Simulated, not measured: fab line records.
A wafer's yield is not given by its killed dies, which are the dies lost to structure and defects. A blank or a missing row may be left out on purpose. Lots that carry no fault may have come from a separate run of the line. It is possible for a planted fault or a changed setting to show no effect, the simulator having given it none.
fab line records | flow nand_harc
record lots=14 | wafers=42 | last_day=34
route steps=1302 shown P_M2@325
lots with no fault: from the same line, run without faults
start_h: hours from the record's opening day to when the first of the lot's shown wafers began | wait_h: hours elapsed since this lot's preceding step | " identical to the entry in the row above | L1.1+2: several wafers, shown together as one row | - value missing, or start not given | * or withheld: withheld | < > ~ a bound
route shown NAME@n: names a module that has steps shown in the file, with the first one's number in the route | usual: the fault-free wafers' mean and standard deviation | same: alike in all rows | chamber/n: place in a boat | sites: each site's reading | _std_site: their standard deviation | _edge_site: mean of outer sites minus mean of inner sites | radius_mm: for every site, how far away it sits from the centre of the wafer | mask NAME#n: copy n | behind: the tool/chamber that last shaped the wafer | hold: why the lot went on hold/how many hours it stayed there/how the hold came to an end | device: transistor that didn't switch, given as n, p or np | end of line: tests run on the same wafers once the route is complete | where a step has no rows: the recipe by itself | killed: count of dies lost to structure and defects at first sort (not the wafer's yield) | map: a wafer's dies, marking killed ones x, the rest . and places with no die _
set.NAME: the setting as run; set.NAME@STEP: as run at that earlier step | model.NAME: the simulator's own value behind a step, which no gauge read
route steps across a sampled set of lots; one table per step, one row per wafer
services: when a tool's chamber went out of use (start_h, in hours from the record's first day, below 0 if earlier), for how many hours, and the reason
## steps
# step NHARC_P_M2_EXPOSE_06
# recipe na=1.35 | target_cd_nm=170 | dose_mj=80.78 | mask_id=P_M2
# usual exposure_dose_mJ_cm2=80.78/0.079 | focus_offset_nm=0.0/0.52
lot.wafer | tool            | chamber | start_h | wait_h | mask   | exposure_dose_mJ_cm2 | focus_offset_nm
L712.2    | arfi_scanner-03 | 0       | 134.91  | -      | P_M2#0 | 80.75                | -0.1
L712.3    | "               | 0       | "       | "      | P_M2#0 | 80.83                | 0.7
L712.6    | "               | 0       | "       | "      | P_M2#0 | 80.76                | 0.8
L713.2    | arfi_scanner-03 | 0       | 136.97  | -      | P_M2#0 | 80.87                | 0.8
L713.5    | "               | 0       | "       | "      | P_M2#0 | 80.87                | 0.0
L713.6    | "               | 0       | "       | "      | P_M2#0 | 80.86                | 0.6
L715.2    | arfi_scanner-01 | 0       | 155.67  | -      | P_M2#0 | 80.84                | -0.8
L715.5    | "               | 0       | "       | "      | P_M2#0 | 80.83                | 0.7
L715.6    | "               | 0       | "       | "      | P_M2#0 | 80.74                | -0.2
L716.2    | arfi_scanner-03 | -       | 165.58  | -      | P_M2#0 | -                    | -
L716.5    | "               | -       | "       | "      | P_M2#0 | -                    | -
L716.6    | "               | -       | "       | "      | P_M2#0 | -                    | -
L717.1    | arfi_scanner-01 | -       | 181.64  | -      | P_M2#0 | -                    | -
L717.5    | "               | -       | "       | "      | P_M2#0 | -                    | -
L717.6    | "               | -       | "       | "      | P_M2#0 | -                    | -
L724.1    | arfi_scanner-03 | 0       | 247.82  | -      | P_M2#0 | 80.69                | 0.0
L724.2    | "               | 0       | "       | "      | P_M2#0 | 80.75                | -0.2
L724.6    | "               | 0       | "       | "      | P_M2#0 | 80.81                | -0.3
L727.1    | arfi_scanner-03 | 0       | 275.90  | -      | P_M2#0 | 80.80                | 0.7
L727.3    | "               | 0       | "       | "      | P_M2#0 | 80.77                | 0.6
L727.5    | "               | 0       | "       | "      | P_M2#0 | 80.75                | 0.0
L726.1    | arfi_scanner-01 | 0       | 276.64  | -      | P_M2#0 | 80.74                | -0.2
L726.2    | "               | 0       | "       | "      | P_M2#0 | 80.79                | 0.5
L726.3    | "               | 0       | "       | "      | P_M2#0 | 80.83                | 0.2
L728.3    | arfi_scanner-03 | 0       | 286.09  | -      | P_M2#0 | 80.90                | -0.5
L728.4    | "               | 0       | "       | "      | P_M2#0 | 80.84                | -0.4
L728.6    | "               | 0       | "       | "      | P_M2#0 | 80.92                | 0.3
L729.2    | arfi_scanner-01 | 0       | 298.00  | -      | P_M2#0 | 80.79                | 0.6
L729.5    | "               | 0       | "       | "      | P_M2#0 | 80.81                | 0.2
L729.6    | "               | 0       | "       | "      | P_M2#0 | 80.82                | 0.2
L730.1    | arfi_scanner-02 | 0       | 309.93  | -      | P_M2#0 | 80.76                | -0.3
L730.5    | "               | 0       | "       | "      | P_M2#0 | 80.74                | 0.0
L730.6    | "               | 0       | "       | "      | P_M2#0 | 80.74                | -0.6
L731.1    | arfi_scanner-03 | 0       | 318.57  | -      | P_M2#0 | 80.71                | 0.0
L731.3    | "               | 0       | "       | "      | P_M2#0 | 80.73                | 1.0
L731.6    | "               | 0       | "       | "      | P_M2#0 | 80.61                | 0.2
L734.3    | arfi_scanner-02 | 0       | 351.91  | -      | P_M2#0 | 80.82                | -0.5
L734.4    | "               | 0       | "       | "      | P_M2#0 | 80.89                | 0.1
L734.5    | "               | 0       | "       | "      | P_M2#0 | 80.74                | -0.1
L735.1    | arfi_scanner-01 | 0       | 370.82  | -      | P_M2#0 | 80.83                | -0.1
L735.5    | "               | 0       | "       | "      | P_M2#0 | 80.68                | 0.3
L735.6    | "               | 0       | "       | "      | P_M2#0 | 80.89                | 0.4
# step NHARC_P_M2_OVL_MEAS_10
# recipe pitch_nm=340
# usual overlay_x_nm=-0.1/0.72 | overlay_y_nm=0.0/0.95
lot.wafer | tool       | chamber | start_h | wait_h | overlay_x_nm | overlay_y_nm
L712.2    | overlay-02 | -       | 135.14  | -      | -0.5         | 0.1
L712.3    | "          | -       | "       | "      | -0.7         | -0.4
L712.6    | "          | -       | "       | "      | -0.3         | -0.8
L713.2    | overlay-01 | -       | 137.21  | -      | 0.8          | -0.1
L713.5    | "          | -       | "       | "      | 0.4          | -0.1
L713.6    | "          | -       | "       | "      | 0.8          | -0.1
L715.2    | overlay-02 | -       | 155.90  | -      | -1.0         | -1.3
L715.5    | "          | -       | "       | "      | -0.8         | -0.8
L715.6    | "          | -       | "       | "      | -0.8         | -0.5
L716.2    | overlay-02 | -       | 165.80  | -      | -            | -
L716.5    | "          | -       | "       | "      | -            | -
L716.6    | "          | -       | "       | "      | -            | -
L717.1    | overlay-01 | -       | 181.87  | -      | -            | -
L717.5    | "          | -       | "       | "      | -            | -
L717.6    | "          | -       | "       | "      | -            | -
L724.1    | overlay-02 | -       | 248.05  | -      | -0.4         | 0.3
L724.2    | "          | -       | "       | "      | -0.1         | -0.1
L724.6    | "          | -       | "       | "      | -0.7         | 0.7
L727.1    | overlay-02 | -       | 276.13  | -      | -0.6         | 0.3
L727.3    | "          | -       | "       | "      | -0.3         | 0.5
L727.5    | "          | -       | "       | "      | -0.2         | 0.2
L726.1    | overlay-01 | -       | 276.86  | -      | -0.3         | 0.4
L726.2    | "          | -       | "       | "      | 0.2          | 0.2
L726.3    | "          | -       | "       | "      | 0.0          | 0.6
L728.3    | overlay-02 | -       | 286.32  | -      | -1.1         | 0.2
L728.4    | "          | -       | "       | "      | -0.6         | -0.1
L728.6    | "          | -       | "       | "      | -0.9         | -0.2
L729.2    | overlay-02 | -       | 298.22  | -      | -0.3         | 0.0
L729.5    | "          | -       | "       | "      | -0.8         | 0.4
L729.6    | "          | -       | "       | "      | -0.4         | -0.1
L730.1    | overlay-01 | -       | 310.17  | -      | 0.1          | 0.8
L730.5    | "          | -       | "       | "      | 0.0          | 1.3
L730.6    | "          | -       | "       | "      | 0.1          | 0.5
L731.1    | overlay-01 | -       | 318.80  | -      | 1.2          | -0.7
L731.3    | "          | -       | "       | "      | 1.8          | -1.9
L731.6    | "          | -       | "       | "      | 1.4          | -2.2
L734.3    | overlay-02 | -       | 352.13  | -      | -1.4         | -2.0
L734.4    | "          | -       | "       | "      | -1.2         | -1.5
L734.5    | "          | -       | "       | "      | -1.2         | -2.0
L735.1    | overlay-01 | -       | 371.04  | -      | 0.4          | 1.6
L735.5    | "          | -       | "       | "      | 0.9          | 1.8
L735.6    | "          | -       | "       | "      | 0.1          | 1.3
# step NHARC_P_M2_DESCUM_14
# recipe time_s=3 | o2_flow_sccm=200 | ar_flow_sccm=0 | bias_power_w=0 | chemistry=O2
# usual drypump_motor_current_A=5.7/0.4 | oes_product_au=0.998/0.01 | rf_vpp_V=57.8/0.88 | showerhead_plenum_p_Torr=1.94/0.079 | throttle_valve_pct=11.310/0.0084
lot.wafer | tool        | chamber | start_h | wait_h | drypump_motor_current_A | oes_product_au | rf_hours_counter_h | rf_vpp_V | showerhead_plenum_p_Torr | throttle_valve_pct
L712.3    | rie_diel-10 | 0       | 135.25  | 0.1    | 5.2                     | 1.001          | 3.4                | 58.4     | 1.84                     | 11.313
L712.2    | "           | 1       | "       | "      | 5.3                     | 0.992          | 3.3                | 57.3     | 1.89                     | 11.300
L712.6    | "           | 2       | "       | "      | 5.4                     | 0.990          | -                  | 58.4     | 2.04                     | 11.319
L713.2    | rie_diel-10 | 0       | 137.31  | 0.1    | 5.2                     | 0.998          | 3.4                | 57.2     | 1.84                     | 11.308
L713.6    | "           | 0       | "       | "      | 5.2                     | 1.006          | -                  | 56.5     | 1.84                     | 11.310
L713.5    | "           | 1       | "       | "      | 5.3                     | 0.993          | -                  | 57.9     | 1.89                     | 11.305
L715.2    | rie_diel-10 | 2       | 156.03  | 0.1    | 5.4                     | 1.009          | 4.4                | 55.8     | 2.04                     | 11.309
L715.6    | "           | 0       | "       | "      | 5.2                     | 0.994          | -                  | 57.8     | 1.84                     | 11.302
L715.5    | "           | 1       | "       | "      | 5.3                     | 0.988          | -                  | 57.1     | 1.89                     | 11.318
L716.2    | rie_diel-10 | 0       | 165.92  | 0.1    | 5.3                     | 1.006          | 4.3                | 57.3     | 1.84                     | 11.323
L716.5    | "           | 1       | "       | "      | 5.3                     | 0.982          | -                  | 58.6     | 1.89                     | 11.310
L716.6    | "           | 2       | "       | "      | 5.4                     | 1.018          | -                  | 57.3     | 2.04                     | 11.306
L717.1    | rie_diel-10 | 1       | 181.98  | 0.1    | 5.3                     | 0.991          | 5.1                | 57.1     | 1.89                     | 11.322
L717.5    | "           | 0       | "       | "      | 5.2                     | 1.008          | -                  | 57.1     | 1.84                     | 11.310
L717.6    | "           | 2       | "       | "      | 5.4                     | 1.013          | -                  | 58.1     | 2.04                     | 11.303
L724.1    | rie_diel-07 | 1       | 248.14  | 0.1    | 5.6                     | 0.989          | 5.2                | 57.6     | 2.01                     | 11.313
L724.2    | "           | 2       | "       | "      | 5.3                     | 0.997          | 3.9                | 57.6     | 1.99                     | 11.298
L724.6    | "           | 1       | "       | "      | 5.6                     | 0.988          | -                  | 58.0     | 2.01                     | 11.308
L727.3    | rie_diel-01 | 3       | 276.23  | 0.1    | 6.0                     | 0.998          | 2.9                | 57.0     | 1.95                     | 11.307
L727.1    | "           | 0       | "       | "      | 6.2                     | 0.993          | 4.0                | 56.6     | 1.86                     | 11.314
L727.5    | "           | 0       | "       | "      | 6.2                     | 1.001          | -                  | 56.5     | 1.86                     | 11.302
L726.3    | rie_diel-07 | 0       | 276.96  | 0.1    | 6.4                     | 0.986          | 6.5                | 56.9     | 1.92                     | 11.307
L726.1    | "           | 2       | "       | "      | 5.3                     | 1.002          | 5.4                | 57.2     | 1.99                     | 11.308
L726.2    | "           | 3       | "       | "      | 5.9                     | 0.980          | 7.0                | 55.8     | 1.90                     | 11.317
L728.3    | rie_diel-07 | 2       | 286.43  | 0.1    | 5.3                     | 0.996          | 6.2                | 58.8     | 1.99                     | 11.309
L728.4    | "           | 3       | "       | "      | 6.0                     | 1.001          | 7.8                | 56.5     | 1.90                     | 11.311
L728.6    | "           | 1       | "       | "      | 5.6                     | 0.982          | -                  | 57.6     | 2.01                     | 11.314
L729.2    | rie_diel-10 | 2       | 298.33  | 0.1    | 5.4                     | 0.997          | 3.7                | 58.4     | 2.04                     | 11.318
L729.5    | "           | 1       | "       | "      | 5.3                     | 0.999          | -                  | 58.1     | 1.89                     | 11.309
L729.6    | "           | 2       | "       | "      | 5.4                     | 0.989          | -                  | 58.0     | 2.04                     | 11.320
L730.1    | rie_diel-01 | 1       | 310.29  | 0.1    | 5.4                     | 1.025          | 5.7                | 56.4     | 1.80                     | 11.313
L730.5    | "           | 2       | "       | "      | 6.4                     | 1.005          | -                  | 59.3     | 2.02                     | 11.300
L730.6    | "           | 3       | "       | "      | 6.0                     | 1.014          | -                  | 59.9     | 1.95                     | 11.309
L731.3    | rie_diel-07 | 2       | 318.92  | 0.1    | 5.3                     | 0.991          | 0.7                | 58.0     | 1.99                     | 11.308
L731.1    | "           | 3       | "       | "      | 6.0                     | 0.982          | 0.8                | 58.9     | 1.90                     | 11.295
L731.6    | "           | 0       | "       | "      | 6.4                     | 0.989          | -                  | 57.2     | 1.92                     | 11.313
L734.4    | rie_diel-01 | 1       | 352.24  | 0.1    | 5.5                     | 1.012          | 6.9                | 56.9     | 1.80                     | 11.306
L734.3    | "           | 3       | "       | "      | 6.0                     | 1.006          | 6.1                | 57.9     | 1.95                     | 11.322
L734.5    | "           | 0       | "       | "      | 6.2                     | 1.007          | -                  | 57.9     | 1.86                     | 11.310
L735.1    | rie_diel-07 | 2       | 371.16  | 0.1    | 5.3                     | 0.987          | 2.5                | 59.5     | 1.99                     | 11.304
L735.5    | "           | 0       | "       | "      | 6.4                     | 0.998          | -                  | 58.8     | 1.92                     | 11.308
L735.6    | "           | 1       | "       | "      | 5.6                     | 1.001          | -                  | 58.8     | 2.01                     | 11.307
# step NHARC_P_M2_ETCH_28
# recipe target_depth_a=300 | over_etch_frac=0.3 | time_s=72.99 | ion_energy_ev=150 | cf4_flow_sccm=50 | n2_flow_sccm=100 | ar_flow_sccm=150 | rf_w=300 | bias_w=100 | chemistry=CF4/N2
# usual cf4_flow_sccm=49.99/0.16 | drypump_motor_current_A=5.8/0.41 | oes_product_au=0.997/0.0086 | rf_vpp_V=314.7/1.9 | showerhead_plenum_p_Torr=2.65/0.097 | throttle_valve_pct=19.794/0.0099
lot.wafer | tool        | chamber | start_h | wait_h | cf4_flow_sccm | drypump_motor_current_A | oes_product_au | rf_hours_counter_h | rf_vpp_V | showerhead_plenum_p_Torr | throttle_valve_pct
L712.2    | rie_diel-01 | 1       | -       | -      | 49.98         | 5.5                     | 0.985          | 5.5                | 312.5    | 2.48                     | 19.794
L712.3    | "           | 2       | "       | "      | 49.87         | 6.4                     | 0.997          | 5.4                | 317.1    | 2.77                     | 19.781
L712.6    | "           | 0       | "       | "      | 49.76         | 6.2                     | 1.011          | -                  | 312.1    | 2.56                     | 19.801
L713.2    | rie_diel-01 | 3       | -       | -      | 50.02         | 6.0                     | 1.003          | 5.4                | 316.5    | 2.68                     | 19.790
L713.6    | "           | 0       | "       | "      | 50.00         | 6.2                     | 1.007          | -                  | 312.6    | 2.55                     | 19.795
L713.5    | "           | 1       | "       | "      | 50.23         | 5.4                     | 1.005          | -                  | 312.9    | 2.48                     | 19.801
L715.2    | rie_diel-01 | 2       | -       | -      | 49.93         | 6.4                     | 0.998          | 6.6                | 317.9    | 2.77                     | 19.776
L715.5    | "           | 1       | "       | "      | 50.14         | 5.4                     | 0.985          | -                  | 311.8    | 2.48                     | 19.804
L715.6    | "           | 2       | "       | "      | 50.04         | 6.4                     | 1.010          | -                  | 317.3    | 2.77                     | 19.798
L716.2    | rie_diel-07 | 1       | -       | -      | 49.80         | 5.6                     | 0.994          | 2.8                | 315.3    | 2.75                     | 19.805
L716.5    | "           | 3       | "       | "      | 50.16         | 6.0                     | 1.008          | -                  | 314.7    | 2.61                     | 19.780
L716.6    | "           | 0       | "       | "      | 50.12         | 6.4                     | 1.002          | -                  | 314.0    | 2.64                     | 19.801
L717.1    | rie_diel-07 | 2       | -       | -      | 50.01         | 5.3                     | 0.989          | 1.7                | 315.4    | 2.72                     | 19.807
L717.5    | "           | 0       | "       | "      | 50.07         | 6.4                     | 0.982          | -                  | 313.5    | 2.64                     | 19.808
L717.6    | "           | 1       | "       | "      | 50.03         | 5.6                     | 0.997          | -                  | 315.9    | 2.75                     | 19.804
L724.2    | rie_diel-01 | 3       | -       | -      | 49.62         | 6.0                     | 1.001          | 1.9                | 316.0    | 2.67                     | 19.798
L724.1    | "           | 0       | "       | "      | 50.19         | 6.2                     | 0.998          | 2.1                | 312.8    | 2.55                     | 19.780
L724.6    | "           | 3       | "       | "      | 49.76         | 6.0                     | 1.016          | -                  | 314.0    | 2.67                     | 19.802
L727.1    | rie_diel-10 | 3       | -       | -      | 49.95         | 5.4                     | 0.995          | 1.1                | 316.9    | 2.81                     | 19.809
L727.3    | "           | 2       | "       | "      | 49.96         | 5.4                     | 1.008          | 1.7                | 318.6    | 2.79                     | 19.780
L727.5    | "           | 0       | "       | "      | 49.74         | 5.3                     | 0.991          | -                  | 313.6    | 2.53                     | 19.792
L726.3    | rie_diel-01 | 3       | -       | -      | 49.90         | 6.0                     | 1.004          | 3.1                | 316.4    | 2.67                     | 19.796
L726.1    | "           | 0       | "       | "      | 49.92         | 6.2                     | 1.000          | 4.1                | 313.5    | 2.55                     | 19.805
L726.2    | "           | 2       | "       | "      | 50.03         | 6.4                     | 1.007          | 3.2                | 316.1    | 2.77                     | 19.778
L728.4    | rie_diel-01 | 3       | -       | -      | 49.82         | 6.0                     | 1.003          | 3.7                | 313.7    | 2.67                     | 19.794
L728.3    | "           | 2       | "       | "      | 50.11         | 6.4                     | 0.994          | 3.9                | 316.6    | 2.77                     | 19.791
L728.6    | "           | 3       | "       | "      | 49.79         | 6.0                     | 1.010          | -                  | 316.2    | 2.67                     | 19.776
L729.2    | rie_diel-10 | 3       | -       | -      | 49.98         | 5.4                     | 0.987          | 2.9                | 318.2    | 2.81                     | 19.801
L729.6    | "           | 2       | "       | "      | 49.89         | 5.4                     | 0.996          | -                  | 318.6    | 2.79                     | 19.782
L729.5    | "           | 3       | "       | "      | 50.18         | 5.4                     | 0.990          | -                  | 316.5    | 2.81                     | 19.789
L730.1    | rie_diel-07 | 2       | -       | -      | 50.08         | 5.3                     | 0.986          | 0.6                | 317.2    | 2.72                     | 19.800
L730.6    | "           | 0       | "       | "      | 49.93         | 6.4                     | 0.997          | -                  | 312.9    | 2.64                     | 19.784
L730.5    | "           | 1       | "       | "      | 49.77         | 5.6                     | 1.001          | -                  | 317.8    | 2.75                     | 19.812
L731.1    | rie_diel-01 | 2       | -       | -      | 49.77         | 6.3                     | 1.002          | 5.1                | 316.2    | 2.77                     | 19.802
L731.3    | "           | 3       | "       | "      | 50.13         | 6.0                     | 1.002          | 4.9                | 315.5    | 2.67                     | 19.796
L731.6    | "           | 0       | "       | "      | 50.01         | 6.2                     | 1.005          | -                  | 313.3    | 2.55                     | 19.811
L734.3    | rie_diel-10 | 3       | -       | -      | 50.04         | 5.4                     | 0.980          | 5.5                | 315.8    | 2.81                     | 19.785
L734.4    | "           | 0       | "       | "      | 49.73         | 5.3                     | 0.989          | 5.4                | 312.5    | 2.53                     | 19.799
L734.5    | "           | 3       | "       | "      | 49.99         | 5.4                     | 0.986          | -                  | 318.9    | 2.81                     | 19.799
L735.1    | rie_diel-10 | 2       | -       | -      | 49.95         | 5.4                     | 0.993          | 7.5                | 315.4    | 2.79                     | 19.793
L735.5    | "           | 0       | "       | "      | 50.31         | 5.2                     | 0.988          | -                  | 313.2    | 2.52                     | 19.785
L735.6    | "           | 1       | "       | "      | 50.23         | 5.3                     | 0.990          | -                  | 312.8    | 2.59                     | 19.783
## services
tool            | chamber | start_h | hours | kind
rie_diel-07     | -       | 117.20  | 9.0   | pm
rie_diel-07     | 2       | 151.73  | 10.3  | repair
rie_diel-07     | 0       | 162.10  | 1.4   | repair
rie_diel-10     | 3       | 164.30  | 1.6   | repair
rie_diel-01     | 0       | 166.26  | 7.3   | repair
rie_diel-07     | -       | 170.04  | 0.6   | repair
rie_diel-07     | 0       | 174.04  | 4.4   | repair
rie_diel-01     | 0       | 188.89  | 16.3  | repair
arfi_scanner-03 | -       | 196.00  | 4.0   | pm
rie_diel-10     | 2       | 197.99  | 7.6   | repair
rie_diel-01     | -       | 204.01  | 9.0   | pm
arfi_scanner-01 | -       | 225.09  | 0.7   | repair
arfi_scanner-03 | -       | 228.50  | 1.8   | repair
rie_diel-10     | -       | 242.97  | 9.0   | pm
arfi_scanner-01 | -       | 252.60  | 4.0   | pm
arfi_scanner-03 | -       | 253.77  | 0.6   | repair
arfi_scanner-01 | -       | 257.72  | 0.8   | repair
arfi_scanner-03 | -       | 260.28  | 1.9   | repair
arfi_scanner-03 | -       | 284.16  | 0.2   | repair
rie_diel-07     | -       | 294.20  | 9.0   | pm
arfi_scanner-03 | -       | 319.90  | 2.0   | repair
rie_diel-07     | 2       | 350.18  | 2.0   | repair
arfi_scanner-03 | -       | 368.00  | 4.0   | pm
arfi_scanner-01 | -       | 371.37  | 1.0   | repair
## key
first_sign step=NHARC_P_M2_EXPOSE_06 | reading=tool_record | direction=missing
effect none on later readings
met_at NHARC_P_M2_EXPOSE_06
struck_lots L716,L717
later_rows_left_out L716.2,L716.5,L716.6,L717.1,L717.5,L717.6
sort_left_out L716.2,L716.5,L716.6,L717.1,L717.5,L717.6
not_acting_at NHARC_P_M2_OVL_MEAS_10,NHARC_P_M2_DESCUM_14,NHARC_P_M2_ETCH_28
onset_between 155.67 165.58
fault kind=skipped_step_whole | tool=arfi_scanner-01,arfi_scanner-03 | chamber=- | onset_h=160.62 | steps=NHARC_P_M2_EXPOSE_06 | scope=struck_lots_only
# sort_left_out: the simulated sort isn't trusted on such a fault, so these wafers' sort isn't shown, and their yield isn't known
# later_rows_left_out: the simulator's readings of these wafers behind a module that went badly wrong aren't trusted and aren't shown, but for the sort
